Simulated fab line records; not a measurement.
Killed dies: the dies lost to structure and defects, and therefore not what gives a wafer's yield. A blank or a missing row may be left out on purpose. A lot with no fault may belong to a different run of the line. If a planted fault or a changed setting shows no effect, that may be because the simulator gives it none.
Which of the tools did it? | flow n5 finfet | Sampling: 11 lots, 30 wafers, 4 of 1938 route steps

== WHAT THE GAUGES SHOWED, per wafer ==
N5_BEOL_M0_INSPECT_127: inspects for defects (darkfield).
lot  | measured     | on                | raw defect count
L617 | day 5 21:46  | defect inspect-01 | 71 125
L619 | day 6 16:08  | defect inspect-02 | 65 75
L620 | day 6 20:16  | defect inspect-01 | 43 35 49
L621 | day 7 02:23  | defect inspect-01 | 62 41 43
L622 | day 7 03:44  | defect inspect-02 | 37 90 40
L623 | day 7 13:23  | defect inspect-01 | 63 54 32
L624 | day 7 15:05  | defect inspect-01 | 75 97
L626 | day 8 01:52  | defect inspect-01 | 63 81 96
L630 | day 9 07:54  | defect inspect-02 | 76 94 82
L632 | day 10 01:32 | defect inspect-02 | 3584 3454 91
L640 | day 11 17:01 | defect inspect-01 | 62 69 51

== TOOL THAT RAN EACH LOT (tool first, then ch and the chambers of the sampled wafers, then the start) ==
lot  | N5_BEOL_M0_SURFACE_TREAT_137 | N5_BEOL_M0_ANNEAL_133        | N5_BEOL_M0_CMP_120
L617 | pvd sputter-01, day 5 20:07  | pvd sputter-01, day 5 20:31  | cmp-03 ch 2,3, day 5 21:15
L619 | pvd sputter-03, day 6 12:41  | pvd sputter-01, day 6 14:50  | cmp-04 ch 1,2, day 6 15:30
L620 | pvd sputter-03, day 6 18:14  | pvd sputter-03, day 6 18:45  | cmp-04 ch 0,1,2, day 6 19:41
L621 | pvd sputter-03, day 7 00:06  | pvd sputter-03, day 7 00:38  | cmp-02 ch 0,1, day 7 01:49
L622 | pvd sputter-03, day 7 01:41  | pvd sputter-01, day 7 02:07  | cmp-04 ch 0,3, day 7 02:54
L623 | pvd sputter-01, day 7 11:46  | pvd sputter-03, day 7 12:10  | cmp-02 ch 0,1,2, day 7 12:51
L624 | pvd sputter-02, day 7 13:19  | pvd sputter-02, day 7 13:44  | cmp-04 ch 0,2, day 7 14:33
L626 | pvd sputter-02, day 7 23:46  | pvd sputter-01, day 8 00:12  | cmp-04 ch 0,1,3, day 8 01:19
L630 | pvd sputter-02, day 9 04:50  | pvd sputter-03, day 9 06:32  | cmp-03 ch 0,3, day 9 07:13
L632 | pvd sputter-01, day 9 23:26  | pvd sputter-01, day 10 00:17 | cmp-04 ch 0,1, day 10 00:56
L640 | pvd sputter-03, day 11 15:10 | pvd sputter-01, day 11 15:44 | cmp-02 ch 0,1,2, day 11 16:25
- N5_BEOL_M0_SURFACE_TREAT_137
- N5_BEOL_M0_ANNEAL_133: time 60 s.
- N5_BEOL_M0_CMP_120: polishes, stops on SiOC, t overpolish 6.9 s.

== THE ANSWER, worked out from the rows above alone ==
Rule: usual is defined by the lots themselves. Put in order of their means at a reading, lots are off if they are a third of the lots or fewer, leave a main group of 4 or more, and stand apart from it by a gap of 3 or more times the standard deviation of the main group's means; of several such gaps the widest counts. A main group whose means are all the same, to the digits that the tables above print for the reading, isn't used. A lot without any number at a reading at which 4 lots or more have one is off too. The other lots that the step has rows for count as sound.
Off, at N5_BEOL_M0_INSPECT_127 on raw defect count: L632. The main group: mean 68, standard deviation 18.
A tool fits if, at a process step before that reading, it ran every lot that is off, and no sound lot after the first of them. Those tools and the gauges at N5_BEOL_M0_INSPECT_127 are tried in the same way. Can't be told from this: 3 tools fit, pvd sputter-01 at N5_BEOL_M0_SURFACE_TREAT_137, cmp-04 at N5_BEOL_M0_CMP_120, defect inspect-02 at N5_BEOL_M0_INSPECT_127.

== WHAT HAD BEEN PUT IN BY THE SIMULATOR ==
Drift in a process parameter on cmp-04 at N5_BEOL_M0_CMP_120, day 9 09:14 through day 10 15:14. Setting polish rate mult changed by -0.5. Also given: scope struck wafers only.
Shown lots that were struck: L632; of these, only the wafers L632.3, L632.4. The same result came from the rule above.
